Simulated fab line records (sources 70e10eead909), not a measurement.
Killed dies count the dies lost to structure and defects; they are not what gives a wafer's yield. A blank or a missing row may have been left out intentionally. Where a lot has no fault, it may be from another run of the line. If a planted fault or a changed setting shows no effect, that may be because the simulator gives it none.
Check for tools in common / flow nand_harc / 15 wafers sampled across 5 lots

## WHY THIS WAS OPENED
At NHARC_END_SORT_01 the reading killed_at_other is flagged on 2 of 5 lots. Fault-free wafers read 0.8, with a standard deviation of 1.
Rule: a lot is flagged in two cases, either no wafer of it has a number, or all its wafers with numbers fall more than 4 standard deviations from that mean. The rest of the lots are taken to be sound.

lot=L103; measured=day 21 00:59; on=prober-01; killed_at_other, wafer by wafer=396 378 369; flag=FLAGGED
lot=L105; measured=day 21 11:05; on=prober-01; killed_at_other, wafer by wafer=372 366 378; flag=FLAGGED
lot=L112; measured=day 22 22:02; on=prober-02; killed_at_other, wafer by wafer=1 0 1; flag=
lot=L114; measured=day 23 12:43; on=prober-01; killed_at_other, wafer by wafer=2 2 1; flag=
lot=L116; measured=day 24 00:08; on=prober-01; killed_at_other, wafer by wafer=2 1 1; flag=
Averaged over the flagged lots the numbers come to 376.5, +375.7 from the usual (+99 or more standard deviations).

## EACH LOT AND THE TOOL IT RAN ON
4 process steps preceding the reading are held in the record, out of 1159 steps in the route. Cell contents, in order: the tool; ch with the chambers the sampled wafers went through; the start.
lot=L103; flag=FLAGGED; NHARC_A_BONDPAD_ETCH_24=rie_diel-12 ch 1,2,3, day 20 10:35 or earlier; NHARC_A_BONDPAD_PRE_CLEAN_26=pvd_sputter-02, day 20 10:35 or earlier; NHARC_THIN_TSV_DEP_47=pecvd-01 ch 1,2, day 20 10:35; NHARC_THIN_TSV_ECD_20=ecd_cu-02 ch 0,1, day 20 12:03
lot=L105; flag=FLAGGED; NHARC_A_BONDPAD_ETCH_24=rie_diel-12 ch 1,2, day 20 21:23 or earlier; NHARC_A_BONDPAD_PRE_CLEAN_26=pvd_sputter-01, day 20 21:23 or earlier; NHARC_THIN_TSV_DEP_47=pecvd-04 ch 0,1,2, day 20 21:23; NHARC_THIN_TSV_ECD_20=ecd_cu-02 ch 0,1, day 20 22:44
lot=L112; flag=; NHARC_A_BONDPAD_ETCH_24=rie_diel-09 ch 2,3, day 22 07:46 or earlier; NHARC_A_BONDPAD_PRE_CLEAN_26=pvd_sputter-03, day 22 07:46 or earlier; NHARC_THIN_TSV_DEP_47=pecvd-04 ch 0,1, day 22 07:46; NHARC_THIN_TSV_ECD_20=ecd_cu-01 ch 0,1, day 22 09:15
lot=L114; flag=; NHARC_A_BONDPAD_ETCH_24=rie_diel-12 ch 0,2,3, day 22 05:29; NHARC_A_BONDPAD_PRE_CLEAN_26=pvd_sputter-02, day 22 23:58 or earlier; NHARC_THIN_TSV_DEP_47=pecvd-04 ch 1,2, day 22 23:58; NHARC_THIN_TSV_ECD_20=ecd_cu-01 ch 0,1, day 23 01:18
lot=L116; flag=; NHARC_A_BONDPAD_ETCH_24=rie_diel-12 ch 0,1,3, day 23 08:16 or earlier; NHARC_A_BONDPAD_PRE_CLEAN_26=pvd_sputter-01, day 23 08:16 or earlier; NHARC_THIN_TSV_DEP_47=pecvd-02 ch 0,1, day 23 08:16; NHARC_THIN_TSV_ECD_20=ecd_cu-01 ch 1, day 23 09:49
What these steps do:
- NHARC_A_BONDPAD_ETCH_24: etches the open film in CF4/N2, target depth 30 nm, time 72.99 s.
- NHARC_A_BONDPAD_PRE_CLEAN_26: time 30 s.
- NHARC_THIN_TSV_DEP_47: deposits SiO2, target thk 200 nm.
- NHARC_THIN_TSV_ECD_20: material Cu, target thk 2000 nm.
- NHARC_END_SORT_01

## FLAGGED OVER TOTAL, TOOL BY TOOL (the gauges that took the reading come last)
step=NHARC_A_BONDPAD_ETCH_24; tool=rie_diel-09; lots run=1; flagged=0; share of the flagged lots=none; sound lots run after its first flagged lot=-
step=NHARC_A_BONDPAD_ETCH_24; tool=rie_diel-12; lots run=4; flagged=2; share of the flagged lots=all; sound lots run after its first flagged lot=2 (L114,L116)
step=NHARC_A_BONDPAD_PRE_CLEAN_26; tool=pvd_sputter-01; lots run=2; flagged=1; share of the flagged lots=some; sound lots run after its first flagged lot=1 (L116)
step=NHARC_A_BONDPAD_PRE_CLEAN_26; tool=pvd_sputter-02; lots run=2; flagged=1; share of the flagged lots=some; sound lots run after its first flagged lot=1 (L114)
step=NHARC_A_BONDPAD_PRE_CLEAN_26; tool=pvd_sputter-03; lots run=1; flagged=0; share of the flagged lots=none; sound lots run after its first flagged lot=-
step=NHARC_THIN_TSV_DEP_47; tool=pecvd-01; lots run=1; flagged=1; share of the flagged lots=some; sound lots run after its first flagged lot=0
step=NHARC_THIN_TSV_DEP_47; tool=pecvd-02; lots run=1; flagged=0; share of the flagged lots=none; sound lots run after its first flagged lot=-
step=NHARC_THIN_TSV_DEP_47; tool=pecvd-04; lots run=3; flagged=1; share of the flagged lots=some; sound lots run after its first flagged lot=2 (L112,L114)
step=NHARC_THIN_TSV_ECD_20; tool=ecd_cu-01; lots run=3; flagged=0; share of the flagged lots=none; sound lots run after its first flagged lot=-
step=NHARC_THIN_TSV_ECD_20; tool=ecd_cu-02; lots run=2; flagged=2; share of the flagged lots=all; sound lots run after its first flagged lot=0
step=NHARC_END_SORT_01; tool=prober-01; lots run=4; flagged=2; share of the flagged lots=all; sound lots run after its first flagged lot=2 (L114,L116)
step=NHARC_END_SORT_01; tool=prober-02; lots run=1; flagged=0; share of the flagged lots=none; sound lots run after its first flagged lot=-
NHARC_A_BONDPAD_ETCH_24 gives no start for some lots, so the hours and the order of its lots are those of NHARC_THIN_TSV_DEP_47. NHARC_A_BONDPAD_PRE_CLEAN_26 gives no start for some lots, so the hours and the order of its lots are those of NHARC_THIN_TSV_DEP_47.

## WHAT THE TABLE PERMITS
rie_diel-12 at NHARC_A_BONDPAD_ETCH_24, ecd_cu-02 at NHARC_THIN_TSV_ECD_20 and prober-01 at NHARC_END_SORT_01: these 3 rows of the table ran every flagged lot.
- rie_diel-12 at NHARC_A_BONDPAD_ETCH_24 ran 4 lots, 2 of them flagged. After the first flagged lot (L114, L116), sound lots still ran on it; a lasting fault on the whole tool would not permit that.
- ecd_cu-02 at NHARC_THIN_TSV_ECD_20 ran 2 lots, 2 of them flagged. The start can't be narrowed down: in this sample, it ran no sound lot prior to its first flagged lot.
- prober-01 at NHARC_END_SORT_01 ran 4 lots, 2 of them flagged. After the first flagged lot (L114, L116), sound lots still ran on it; a lasting fault on the whole tool would not permit that.
What remains is a single tool, ecd_cu-02 at NHARC_THIN_TSV_ECD_20.

## WHAT THE SIMULATOR PUT IN
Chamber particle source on ecd_cu-02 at NHARC_THIN_TSV_ECD_20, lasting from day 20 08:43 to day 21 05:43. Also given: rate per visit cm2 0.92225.
Struck lots among those shown: L103, L105. The rule above reached the same finding.
